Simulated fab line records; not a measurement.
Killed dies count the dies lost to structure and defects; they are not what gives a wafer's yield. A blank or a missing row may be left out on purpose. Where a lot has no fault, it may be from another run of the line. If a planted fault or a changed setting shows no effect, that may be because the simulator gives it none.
The tool behind it: which one?	flow n5Finfet	route of 1938 steps, sampled at 1 step: 11 lots, 29 wafers

## WHAT THE GAUGES READ, wafer by wafer
N5_BEOL_M10_INSPECT_30: inspects for defects (brightfield). Usual: 423 for rawDefectCount, sd 100.
lot	measured	on	rawDefectCount	flag
L515	day 10 16:55	defectInspect-01	343 495 460	
L517	day 11 04:45	defectInspect-02	542 969 578	
L520	day 11 17:35	defectInspect-01	477 599 599	
L523	day 13 04:13	defectInspect-02	272 448 443	
L527	day 13 18:50	defectInspect-01	418 421 619	
L528	day 14 19:24	defectInspect-02	481	
L530	day 14 19:26	defectInspect-01	649	
L535	day 16 01:56	defectInspect-02	561 464 380	
L533	day 16 02:07	defectInspect-01	279 419 374	
L537	day 17 04:10	defectInspect-02	262 331 345	
L538	day 17 11:16	defectInspect-01	426 461 293	

## WHAT TOOL EACH LOT RAN ON (gives the tool, then ch and the chambers of the sampled wafers, and finally the start)
There is no process step in the record ahead of these readings.

## WHAT THE TOOLS THEMSELVES READ (means of the sampled wafers that have a number; where no wafer has one, the mark that the record gives instead)
The record holds no such reading with a usual standard deviation.

## THE ANSWER, worked out from the rows above alone
Rule: a lot is off if the mean of its wafers that have a number lies more than 3 standard deviations from the usual mean. A lot without any number at a reading at which 4 lots or more have one is off too. Any other lot the step has rows for is counted as sound. The gauges are gone through in route order, then the tools' own readings, and for those a lot's mean is taken as printed above. At the first step where some lot is off, the reading lying furthest off is the one used; lots without a number count as furthest.
No lot is off at any reading shown: from this, nothing can be told.

## WHAT THE SIMULATOR HAD PUT IN
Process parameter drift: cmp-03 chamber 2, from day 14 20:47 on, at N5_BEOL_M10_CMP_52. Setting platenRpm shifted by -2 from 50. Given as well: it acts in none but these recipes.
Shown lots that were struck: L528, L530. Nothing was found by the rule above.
